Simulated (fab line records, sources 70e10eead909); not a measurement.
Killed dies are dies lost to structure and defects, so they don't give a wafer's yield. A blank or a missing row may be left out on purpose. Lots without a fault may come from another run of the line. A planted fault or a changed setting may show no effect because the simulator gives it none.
Chamber matching | flow nand_harc | NHARC_A_WL_FILL_ALD_00 on ald_hk-01: 4 sister chambers
The step deposits Al2O3, target thk 3 nm, pulse time 3 s, ald cycles 30. 8 wafers are shown with their chamber, then 8 later ones without.

WAFERS WITH THEIR CHAMBER
wafer  | chamber | heater_power_w (W) | precursor_pulse_height_rel
L853.5 | 0       | 483                | 0.999
L861.2 | 1       | 572                | 0.998
L861.3 | 0       | 475                | 1.001
L861.6 | 3       | 454                | 0.976
L863.1 | 3       | 450                | 0.967
L863.2 | 2       | 567                | 1.008
L863.4 | 1       | 573                | 0.986
L870.2 | 2       | 570                | 1.000

WAFERS WITHOUT THEIR CHAMBER
wafer  | heater_power_w (W) | precursor_pulse_height_rel
L870.5 | 594                | 0.992
L870.6 | 470                | 0.997
L874.1 | 447                | 1.007
L874.2 | 577                | 0.969
L874.3 | 570                | 1.005
L875.3 | 572                | 0.996
L875.4 | 575                | 0.976
L875.6 | 580                | 0.993

WHICH CHAMBER EACH WENT THROUGH
wafer  | from the rows above     | in truth
L870.5 | can't be placed: 1 or 2 | 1
L870.6 | 0                       | 0
L874.1 | 3                       | 3
L874.2 | 1                       | 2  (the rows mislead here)
L874.3 | can't be placed: 2 or 1 | 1
L875.3 | can't be placed: 1 or 2 | 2
L875.4 | 1                       | 1
L875.6 | can't be placed: 1 or 2 | 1
Placed correctly: 3 of 8. Can't be placed from these rows: 4 (the true chamber is among the candidates in 4). Placed wrongly: 1.
How it was worked out, from the rows above alone: a wafer's distance from a chamber is the root of the sum, over the readings, of the square of ((its reading less the chamber's mean) divided by the reading's scatter). The wafer belongs to the nearest chamber; if the next one is less than 2 further off, it can't be placed. A chamber's mean is the mean of its shown wafers. The scatter: the root of (the sum of the squares of (reading less its chamber's mean) over the shown wafers, divided by (wafers less chambers)).
